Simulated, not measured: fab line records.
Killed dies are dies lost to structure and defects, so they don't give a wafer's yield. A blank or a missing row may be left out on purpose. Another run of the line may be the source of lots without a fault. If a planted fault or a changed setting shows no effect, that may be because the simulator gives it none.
fab line records    flow nand-harc    part 1 of 2: steps 1 to 4 of 6
record lots=24  wafers=72  last-day=34
route steps=1302 shown P_ZERO_WELL@14 P_M0@270 A_START@389 A_CHANNEL_HOLE_D1@468
lots that met no fault: taken from a fault-free run of the same line
start-h: hours from the record's first day to the start of the lot's first wafer shown    wait-h: how many hours have passed since the lot's step before this one    " same as the row above    L1.1+2: several wafers, shown together as one row    - either no value or no given start    * or withheld: withheld    < > ~ a bound
route shown NAME@n: a module of which the file shows steps, and the number in the route of the first    usual: mean and standard deviation over wafers with no fault    same: alike in all rows    chamber/n: place in a boat    sites: readings site by site    _std_site: how widely they spread, as a standard deviation    _edge_site: outer sites' mean less inner sites'    radius-mm: for every site, how far away it sits from the centre of the wafer    mask NAME#n: copy n    behind: the tool/chamber that last shaped the wafer    hold: why the lot went on hold/how many hours it stayed there/how the hold came to an end    device: whichever transistor did not switch (one of n, p or np)    end of line: the tests these same wafers got at the end of their route    a step given without rows: its recipe and nothing more    killed: dies that structure and defects cost at the first sort, which is not the same as the wafer's yield    map: a wafer's dies, marking killed ones x, the rest . and places with no die _
set.NAME: the run value of the setting; set.NAME@STEP: its run value at that earlier step    model.NAME: the simulator's own value behind a step, which no gauge read
the route's steps for a sample of lots (tables are steps, rows are wafers)
services: from which hour (start-h, from the record's first day; less than 0 if before it) a tool's chamber was out of use, for how many hours, and why
## steps
# step NHARC_P_ZERO_WELL_CD_MEAS_11
# recipe target-cd-nm=500  landing-energy-ev=500
# usual cd-nm=499.9/2
lot.wafer  tool       chamber  start-h  wait-h  cd-nm
L074.2     cd-sem-02  0        21.18    -       503.8
L074.3     "          0        "        "       502.7
L074.4     "          0        "        "       500.2
L075.1     cd-sem-03  0        31.24    -       498.4
L075.2     "          0        "        "       497.9
L075.5     "          0        "        "       498.8
L076.2     cd-sem-01  0        41.12    -       500.0
L076.3     "          0        "        "       499.6
L076.5     "          0        "        "       496.7
L077.3     cd-sem-01  0        51.26    -       496.8
L077.4     "          0        "        "       497.2
L077.5     "          0        "        "       498.9
L078.4     cd-sem-02  0        61.12    -       498.5
L078.5     "          0        "        "       503.3
L078.6     "          0        "        "       499.8
L079.1     cd-sem-03  0        71.25    -       498.6
L079.2     "          0        "        "       497.3
L079.4     "          0        "        "       499.9
L080.3     cd-sem-02  0        81.12    -       501.2
L080.4     "          0        "        "       501.9
L080.6     "          0        "        "       502.0
L081.1     cd-sem-01  0        91.24    -       501.1
L081.2     "          0        "        "       498.9
L081.5     "          0        "        "       498.2
L082.2     cd-sem-03  0        101.25   -       502.1
L082.3     "          0        "        "       498.4
L082.4     "          0        "        "       501.9
L083.2     cd-sem-03  0        111.27   -       496.2
L083.3     "          0        "        "       499.7
L083.6     "          0        "        "       496.8
L084.1     cd-sem-01  0        121.11   -       499.9
L084.3     "          0        "        "       499.8
L084.6     "          0        "        "       500.0
L085.1     cd-sem-02  0        131.24   -       497.6
L085.3     "          0        "        "       498.6
L085.6     "          0        "        "       496.0
L086.4     cd-sem-03  0        141.12   -       501.2
L086.5     "          0        "        "       496.1
L086.6     "          0        "        "       501.5
L087.2     cd-sem-01  0        151.12   -       498.6
L087.3     "          0        "        "       501.7
L087.4     "          0        "        "       501.8
L088.2     cd-sem-03  0        161.12   -       500.4
L088.3     "          0        "        "       501.4
L088.5     "          0        "        "       500.3
L089.2     cd-sem-02  0        171.24   -       502.6
L089.4     "          0        "        "       501.0
L089.5     "          0        "        "       498.9
L090.1     cd-sem-02  0        181.18   -       501.3
L090.4     "          0        "        "       502.3
L090.5     "          0        "        "       502.7
L091.1     cd-sem-02  0        191.31   -       500.5
L091.3     "          0        "        "       497.6
L091.5     "          0        "        "       497.3
L092.1     cd-sem-02  0        201.24   -       500.7
L092.3     "          0        "        "       499.2
L092.5     "          0        "        "       500.5
L093.3     cd-sem-03  0        211.24   -       497.4
L093.4     "          0        "        "       499.9
L093.5     "          0        "        "       501.2
L094.2     cd-sem-01  0        221.24   -       499.7
L094.3     "          0        "        "       501.6
L094.4     "          0        "        "       500.0
L095.4     cd-sem-02  0        231.25   -       501.4
L095.5     "          0        "        "       498.4
L095.6     "          0        "        "       501.9
L096.1     cd-sem-02  0        241.11   -       500.5
L096.3     "          0        "        "       497.2
L096.6     "          0        "        "       500.5
L097.3     cd-sem-03  0        251.25   -       503.0
L097.4     "          0        "        "       501.6
L097.5     "          0        "        "       498.1
# step NHARC_P_ZERO_WELL_DESCUM_13
# recipe time-s=3  o2-flow-sccm=200  ar-flow-sccm=0  bias-power-w=0  chemistry=O2
# usual drypump-motor-current-A=5.8/0.57  oes-product-au=0.998/0.0097  rf-vpp-V=57.7/0.92  showerhead-plenum-p-Torr=1.87/0.079  throttle-valve-pct=11.313/0.0088
lot.wafer  tool         chamber  start-h  wait-h  drypump-motor-current-A  oes-product-au  rf-hours-counter-h  rf-vpp-V  showerhead-plenum-p-Torr  throttle-valve-pct
L074.2     rie-diel-02  0        21.35    -       5.8                      0.999           46                  59.4      1.78                      11.315
L074.4     "            1        "        "       5.0                      1.002           47                  56.9      1.80                      11.316
L074.3     "            2        "        "       6.5                      1.018           52                  57.3      1.92                      11.317
L075.2     rie-diel-13  0        31.40    -       6.2                      1.001           6                   57.9      1.94                      11.298
L075.1     "            3        "        "       5.4                      0.997           8                   58.6      2.02                      11.316
L075.5     "            0        "        "       6.2                      1.003           -                   58.7      1.94                      11.325
L076.3     rie-diel-12  2        43.37    -       5.1                      1.002           36                  58.1      1.80                      11.316
L076.2     "            3        "        "       5.7                      0.999           34                  58.2      2.01                      11.309
L076.5     "            1        "        "       6.5                      1.001           -                   57.3      1.93                      11.296
L077.4     rie-diel-12  2        51.42    -       5.1                      1.008           40                  57.1      1.80                      11.320
L077.3     "            0        "        "       4.9                      0.978           40                  56.9      1.82                      11.285
L077.5     "            2        "        "       5.1                      1.009           -                   55.9      1.80                      11.322
L078.4     rie-diel-02  0        61.29    -       5.8                      0.999           5                   56.4      1.78                      11.311
L078.6     "            1        "        "       5.0                      1.002           -                   58.3      1.79                      11.309
L078.5     "            2        "        "       6.6                      1.000           -                   58.4      1.91                      11.311
L079.1     rie-diel-13  2        71.40    -       5.3                      1.003           24                  57.7      1.85                      11.313
L079.2     "            3        "        "       5.4                      0.997           26                  59.2      2.02                      11.312
L079.4     "            0        "        "       6.2                      0.990           18                  59.3      1.94                      11.329
L080.3     rie-diel-13  3        81.28    -       5.4                      1.000           28                  58.7      2.02                      11.314
L080.4     "            0        "        "       6.2                      0.986           20                  57.3      1.94                      11.302
L080.6     "            2        "        "       5.3                      1.010           -                   57.0      1.85                      11.331
L081.1     rie-diel-02  3        92.06    -       5.9                      0.985           16                  57.0      1.88                      11.307
L081.2     "            2        "        "       6.5                      1.009           11                  58.0      1.91                      11.304
L081.5     "            3        "        "       6.0                      0.993           -                   56.9      1.88                      11.320
L082.2     rie-diel-13  1        101.41   -       6.3                      0.993           29                  57.7      1.81                      11.317
L082.3     "            3        "        "       5.4                      1.004           35                  57.2      2.01                      11.315
L082.4     "            0        "        "       6.2                      0.997           27                  58.9      1.93                      11.302
L083.3     rie-diel-12  0        111.43   -       4.9                      0.983           3                   57.9      1.82                      11.310
L083.2     "            1        "        "       6.5                      1.017           3                   58.0      1.92                      11.313
L083.6     "            0        "        "       4.9                      0.988           -                   57.0      1.82                      11.316
L084.3     rie-diel-02  1        121.28   -       5.0                      1.018           25                  58.2      1.79                      11.327
L084.1     "            2        "        "       6.6                      0.995           21                  57.9      1.91                      11.307
L084.6     "            3        "        "       5.9                      0.989           -                   57.8      1.88                      11.309
L085.1     rie-diel-12  0        131.41   -       4.9                      0.972           11                  56.6      1.81                      11.334
L085.3     "            2        "        "       5.1                      0.998           8                   58.8      1.79                      11.316
L085.6     "            0        "        "       4.9                      0.978           -                   58.0      1.81                      11.303
L086.4     rie-diel-13  3        141.30   -       5.4                      1.000           49                  57.7      2.01                      11.314
L086.5     "            0        "        "       6.2                      0.997           -                   56.1      1.93                      11.312
L086.6     "            1        "        "       6.3                      1.003           -                   57.5      1.81                      11.302
L087.3     rie-diel-13  1        151.27   -       6.3                      0.991           47                  55.9      1.81                      11.307
L087.2     "            3        "        "       5.4                      1.004           50                  58.8      2.01                      11.310
L087.4     "            0        "        "       6.2                      0.996           44                  57.3      1.93                      11.316
L088.2     rie-diel-02  3        161.27   -       5.9                      0.981           38                  58.1      1.87                      11.301
L088.3     "            0        "        "       5.8                      0.991           37                  57.2      1.77                      11.329
L088.5     "            0        "        "       5.8                      0.988           -                   56.9      1.77                      11.312
L089.4     rie-diel-02  3        171.72   -       5.9                      0.998           42                  59.9      1.87                      11.325
L089.2     "            0        "        "       5.8                      1.002           40                  56.5      1.77                      11.305
L089.5     "            3        "        "       5.9                      1.005           -                   57.1      1.87                      11.312
L090.1     rie-diel-12  2        181.34   -       5.1                      0.993           25                  57.4      1.79                      11.309
L090.4     "            1        "        "       6.5                      1.000           25                  56.7      1.91                      11.308
L090.5     "            2        "        "       5.1                      0.995           -                   57.2      1.79                      11.295
L091.3     rie-diel-02  0        191.48   -       5.8                      0.990           50                  57.7      1.76                      11.320
L091.1     "            3        "        "       6.0                      0.996           51                  58.0      1.87                      11.300
L091.5     "            1        "        "       5.0                      0.989           -                   57.6      1.78                      11.326
L092.1     rie-diel-12  2        201.40   -       5.1                      1.009           33                  56.8      1.78                      11.324
L092.3     "            3        "        "       5.7                      0.992           34                  59.4      1.99                      11.324
L092.5     "            1        "        "       6.6                      1.003           -                   57.7      1.91                      11.313
L093.4     rie-diel-12  2        211.43   -       5.1                      0.997           -                   57.3      1.78                      11.299
L093.3     "            1        "        "       6.5                      0.999           -                   55.6      1.91                      11.312
L093.5     "            2        "        "       5.1                      1.005           -                   57.2      1.78                      11.310
L094.3     rie-diel-12  1        221.40   -       6.5                      1.000           38                  58.2      1.91                      11.305
L094.2     "            2        "        "       5.1                      0.994           38                  56.3      1.78                      11.322
L094.4     "            1        "        "       6.5                      0.997           -                   57.8      1.91                      11.314
L095.5     rie-diel-12  2        231.44   -       5.1                      0.998           -                   57.6      1.78                      11.319
L095.4     "            3        "        "       5.7                      0.975           -                   59.6      1.99                      11.315
L095.6     "            1        "        "       6.5                      0.994           -                   57.7      1.91                      11.311
L096.1     rie-diel-12  3        241.28   -       5.7                      0.980           45                  59.3      1.99                      11.318
L096.3     "            0        "        "       4.9                      0.983           26                  57.6      1.81                      11.291
L096.6     "            1        "        "       6.5                      0.997           -                   57.1      1.91                      11.298
L097.4     rie-diel-02  0        251.41   -       5.8                      1.003           7                   58.4      2.07                      11.306
L097.3     "            1        "        "       5.0                      1.004           8                   56.4      1.78                      11.311
L097.5     "            2        "        "       6.6                      1.000           -                   58.2      1.89                      11.321
# step NHARC_P_M0_STRIP_18
# recipe power-w=1000  n2-flow-sccm=150  h2-flow-sccm=150  ar-flow-sccm=0  bias-w=0  chemistry=N2/H2
# usual drypump-motor-current-A=5.9/0.38  h2-flow-sccm=149.9/0.46  oes-product-au=0.996/0.009  rf-vpp-V=90.8/0.99  showerhead-plenum-p-Torr=2.03/0.096  throttle-valve-pct=14.172/0.0092
lot.wafer  tool         chamber  start-h  wait-h  drypump-motor-current-A  h2-flow-sccm  oes-product-au  rf-hours-counter-h  rf-vpp-V  showerhead-plenum-p-Torr  throttle-valve-pct
L074.2     rie-diel-12  3        121.41   0.1     5.7                      150.7         0.983           9                   92.6      2.14                      14.160
L074.3     "            0        "        "       4.9                      149.8         0.977           9                   90.9      1.93                      14.172
L074.4     "            0        "        "       4.9                      149.3         0.970           -                   89.5      1.93                      14.183
L075.1     rie-diel-05  2        131.54   0.1     5.9                      149.5         1.004           11                  90.4      2.01                      14.175
L075.2     "            3        "        "       5.7                      148.9         1.008           10                  90.9      2.11                      14.177
L075.5     "            0        "        "       6.0                      150.3         0.990           -                   91.0      1.91                      14.175
L076.2     rie-diel-05  0        145.73   0.1     6.0                      149.2         0.990           13                  89.8      1.91                      14.172
L076.3     "            1        "        "       6.2                      149.5         0.995           8                   91.6      2.16                      14.190
L076.5     "            0        "        "       6.0                      150.4         0.995           -                   89.1      1.91                      14.174
L077.3     rie-diel-05  3        146.19   0.1     5.7                      149.1         0.993           13                  91.4      2.10                      14.165
L077.4     "            0        "        "       6.0                      149.9         0.993           13                  90.7      1.91                      14.181
L077.5     "            3        "        "       5.7                      149.7         0.995           -                   91.7      2.10                      14.169
L078.4     rie-diel-05  3        164.68   0.1     5.8                      150.5         1.000           16                  89.9      2.10                      14.154
L078.6     "            1        "        "       6.2                      149.3         1.006           -                   89.8      2.16                      14.152
L078.5     "            2        "        "       5.9                      150.5         1.004           -                   91.3      2.01                      14.172
L079.1     rie-diel-05  3        170.45   0.1     5.7                      149.9         1.005           17                  91.2      2.10                      14.178
L079.4     "            0        "        "       6.0                      149.8         0.990           19                  88.6      1.91                      14.183
L079.2     "            1        "        "       6.2                      149.3         0.988           15                  90.9      2.16                      14.169
L080.3     rie-diel-05  0        181.52   0.1     6.0                      149.7         0.994           21                  90.1      1.91                      14.161
L080.4     "            1        "        "       6.2                      150.5         0.996           17                  92.8      2.16                      14.177
L080.6     "            2        "        "       5.9                      149.6         0.991           -                   91.6      2.01                      14.173
L081.2     rie-diel-05  3        186.79   0.1     5.7                      149.4         1.008           21                  90.1      2.10                      14.178
L081.1     "            0        "        "       6.0                      150.2         0.996           23                  88.4      1.91                      14.159
L081.5     "            2        "        "       5.9                      150.3         0.995           -                   90.3      2.01                      14.186
L082.2     rie-diel-02  3        200.37   0.1     5.9                      149.3         0.993           53                  92.4      1.99                      14.172
L082.3     "            2        "        "       6.5                      149.6         1.002           -                   90.6      2.02                      14.177
L082.4     "            3        "        "       5.9                      149.6         0.992           -                   90.9      1.99                      14.176
L083.3     rie-diel-05  2        208.69   0.1     5.8                      149.4         1.005           29                  91.5      2.00                      14.179
L083.2     "            3        "        "       5.8                      149.4         1.000           26                  90.5      2.10                      14.175
L083.6     "            2        "        "       5.8                      150.4         1.010           -                   90.8      2.00                      14.172
L084.1     rie-diel-05  2        225.60   0.1     5.8                      149.8         1.002           32                  91.0      2.00                      14.166
L084.3     "            3        "        "       5.7                      150.6         1.009           30                  92.0      2.10                      14.190
L084.6     "            2        "        "       5.8                      150.1         0.989           -                   90.7      2.00                      14.181
L085.1     rie-diel-02  0        232.70   0.1     5.8                      149.8         1.005           2                   92.5      2.22                      14.173
L085.3     "            1        "        "       5.0                      149.9         1.003           3                   89.9      1.89                      14.161
L085.6     "            0        "        "       5.8                      150.1         0.995           -                   92.1      2.22                      14.175
L086.4     rie-diel-05  0        243.33   0.1     6.0                      149.6         0.985           0                   90.0      1.90                      14.172
L086.6     "            3        "        "       5.8                      150.0         0.997           -                   92.0      2.10                      14.174
L086.5     "            0        "        "       6.0                      148.5         0.993           -                   90.4      1.90                      14.189
L087.3     rie-diel-05  3        247.00   0.1     5.7                      150.0         0.997           1                   91.0      2.10                      14.173
L087.2     "            1        "        "       6.2                      150.0         0.985           1                   92.3      2.15                      14.156
L087.4     "            2        "        "       5.8                      149.9         0.994           1                   90.8      2.00                      14.166
L089.4     rie-diel-02  1        269.17   0.1     5.0                      150.2         1.014           12                  90.2      1.89                      14.169
L089.2     "            2        "        "       6.5                      149.5         0.993           16                  91.0      2.02                      14.176
L089.5     "            2        "        "       6.5                      149.8         0.995           -                   90.3      2.02                      14.170
L088.3     rie-diel-05  1        270.10   0.1     6.2                      149.8         0.983           5                   91.3      2.15                      14.166
L088.2     "            2        "        "       5.8                      150.0         0.977           5                   90.4      2.00                      14.178
L088.5     "            1        "        "       6.2                      150.3         0.989           -                   90.1      2.15                      14.189
L090.1     rie-diel-05  2        288.09   0.1     5.8                      150.2         0.996           8                   91.5      2.00                      14.174
L090.4     "            0        "        "       6.0                      150.0         1.001           8                   89.4      1.90                      14.164
L090.5     "            2        "        "       5.8                      150.4         0.989           -                   90.2      2.00                      14.172
L091.3     rie-diel-05  1        295.48   0.1     6.2                      150.0         0.981           10                  92.2      2.15                      14.174
L091.1     "            2        "        "       5.9                      150.8         1.005           11                  90.1      2.00                      14.161
L091.5     "            0        "        "       6.0                      150.0         1.008           -                   89.4      1.90                      14.187
L092.3     rie-diel-02  1        297.45   0.1     5.0                      149.0         1.015           23                  88.6      1.89                      14.163
L092.1     "            2        "        "       6.6                      149.9         1.008           29                  90.3      2.01                      14.173
L092.5     "            3        "        "       5.9                      149.9         0.992           -                   90.2      1.98                      14.181
L093.4     rie-diel-05  2        310.90   0.1     5.8                      149.7         0.993           15                  89.8      2.00                      14.164
L093.3     "            3        "        "       5.7                      149.7         1.001           12                  90.8      2.09                      14.168
L093.5     "            0        "        "       6.0                      149.3         0.993           -                   91.0      1.90                      14.167
L095.6     rie-diel-12  0        326.92   0.2     4.9                      149.7         0.994           -                   90.3      1.92                      14.174
L095.4     "            1        "        "       6.5                      149.6         0.999           -                   90.9      2.03                      14.187
L095.5     "            3        "        "       5.7                      150.6         0.986           -                   91.4      2.11                      14.168
L094.3     rie-diel-12  1        327.17   0.1     6.5                      149.8         1.011           17                  91.8      2.03                      14.186
L094.2     "            3        "        "       5.8                      149.5         0.987           18                  91.8      2.11                      14.185
L094.4     "            0        "        "       4.9                      149.4         0.986           -                   90.7      1.92                      14.151
L096.3     rie-diel-05  3        339.98   0.1     5.8                      150.1         0.999           16                  91.2      2.09                      14.178
L096.1     "            0        "        "       6.0                      149.8         0.996           17                  89.8      1.90                      14.166
L096.6     "            2        "        "       5.8                      149.4         1.017           -                   88.8      2.00                      14.167
L097.4     rie-diel-12  1        357.80   0.1     6.5                      149.7         1.014           30                  91.4      2.02                      14.156
L097.3     "            3        "        "       5.7                      150.2         1.002           30                  90.3      2.11                      14.165
L097.5     "            1        "        "       6.5                      149.8         1.012           -                   90.1      2.02                      14.180
# step NHARC_A_START_INSPECT_01
# usual raw-defect-count=3.6/2
lot.wafer  tool               chamber  start-h  wait-h  raw-defect-count
L074.2     defect-inspect-01  -        137.21   -       4
L074.3     "                  -        "        "       5
L074.4     "                  -        "        "       0
L075.1     defect-inspect-01  -        146.98   -       3
L075.2     "                  -        "        "       4
L075.5     "                  -        "        "       5
L076.2     defect-inspect-02  -        160.94   -       4
L076.3     "                  -        "        "       1
L076.5     "                  -        "        "       4
L077.3     defect-inspect-01  -        161.99   -       2
L077.4     "                  -        "        "       9
L077.5     "                  -        "        "       1
L078.4     defect-inspect-01  -        180.37   -       2
L078.5     "                  -        "        "       4
L078.6     "                  -        "        "       0
L079.1     defect-inspect-01  -        185.79   -       2
L079.2     "                  -        "        "       4
L079.4     "                  -        "        "       3
L080.3     defect-inspect-01  -        199.36   -       3
L080.4     "                  -        "        "       5
L080.6     "                  -        "        "       7
L081.1     defect-inspect-02  -        202.32   -       1
L081.2     "                  -        "        "       2
L081.5     "                  -        "        "       7
L082.2     defect-inspect-01  -        216.73   -       2
L082.3     "                  -        "        "       9
L082.4     "                  -        "        "       5
L083.2     defect-inspect-02  -        224.35   -       8
L083.3     "                  -        "        "       4
L083.6     "                  -        "        "       4
L084.1     defect-inspect-01  -        241.72   -       4
L084.3     "                  -        "        "       5
L084.6     "                  -        "        "       6
L085.1     defect-inspect-02  -        248.77   -       3
L085.3     "                  -        "        "       3
L085.6     "                  -        "        "       2
L086.4     defect-inspect-01  -        258.81   -       1
L086.5     "                  -        "        "       7
L086.6     "                  -        "        "       1
L087.2     defect-inspect-02  -        262.53   -       1
L087.3     "                  -        "        "       1
L087.4     "                  -        "        "       4
L089.2     defect-inspect-02  -        285.22   -       2
L089.4     "                  -        "        "       3
L089.5     "                  -        "        "       2
L088.2     defect-inspect-02  -        286.02   -       2
L088.3     "                  -        "        "       2
L088.5     "                  -        "        "       7
L090.1     defect-inspect-01  -        303.58   -       7
L090.4     "                  -        "        "       5
L090.5     "                  -        "        "       0
L091.1     defect-inspect-01  -        310.86   -       2
L091.3     "                  -        "        "       1
L091.5     "                  -        "        "       1
L092.1     defect-inspect-02  -        312.62   -       4
L092.3     "                  -        "        "       10
L092.5     "                  -        "        "       5
L093.3     defect-inspect-02  -        326.16   -       7
L093.4     "                  -        "        "       5
L093.5     "                  -        "        "       2
L095.4     defect-inspect-02  -        342.45   -       1
L095.5     "                  -        "        "       4
L095.6     "                  -        "        "       3
L094.2     defect-inspect-02  -        343.04   -       5
L094.3     "                  -        "        "       3
L094.4     "                  -        "        "       4
L096.1     defect-inspect-02  -        355.48   -       5
L096.3     "                  -        "        "       7
L096.6     "                  -        "        "       4
L097.3     defect-inspect-02  -        376.17   -       7
L097.4     "                  -        "        "       8
L097.5     "                  -        "        "       2
